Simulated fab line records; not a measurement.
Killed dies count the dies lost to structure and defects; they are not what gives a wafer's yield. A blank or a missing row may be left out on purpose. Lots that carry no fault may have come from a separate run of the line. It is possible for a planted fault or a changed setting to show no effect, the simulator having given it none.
Chamber matching    flow n5Finfet    N5_HKMG_FIN_ALD_91 on aldMetal-04 has 4 sister chambers
The step deposits TiN, target thk 1 nm, pulse time 1 s, purge time 3 s. 8 wafers are shown with their chamber, then 8 later ones without.

## WAFERS, EACH WITH ITS CHAMBER
wafer   chamber  heaterPowerW (W)  precursorPulseHeightRel
L082.1  3        963               1.021
L082.3  2        845               0.992
L082.6  1        780               0.975
L083.3  2        802               1.010
L083.6  3        976               0.992
L086.5  0        970               1.022
L086.6  1        787               0.986
L087.3  0        975               1.017

## WAFERS WHOSE CHAMBER IS MISSING
wafer   heaterPowerW (W)  precursorPulseHeightRel
L087.4  810               1.035
L087.6  816               1.030
L090.2  933               1.016
L090.3  943               1.002
L090.5  977               0.992
L095.2  949               1.014
L095.4  808               0.997
L095.6  806               1.015

## WHICH CHAMBER EACH ONE RAN IN
wafer   from the rows above      in truth
L087.4  can't be placed: 2 or 1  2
L087.6  2                        2
L090.2  can't be placed: 3 or 0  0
L090.3  can't be placed: 3 or 0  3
L090.5  can't be placed: 3 or 0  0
L095.2  can't be placed: 3 or 0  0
L095.4  can't be placed: 2 or 1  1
L095.6  can't be placed: 2 or 1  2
Correct placement for 1 of the 8. From these rows, 7 cannot be placed; in 7 the true chamber is one of the candidates. Wrongly placed: 0.
How it was worked out, from the rows above alone: a wafer's distance from a chamber is the root of the sum, over the readings, of the square of ((its reading less the chamber's mean) divided by the reading's scatter). The wafer belongs to the nearest chamber; if the next one is less than 2 further off, it can't be placed. A chamber's mean is the mean of its shown wafers. The scatter: take each reading less its chamber's mean, square it, sum over the shown wafers, divide by the number of wafers less the number of chambers, and take the root.
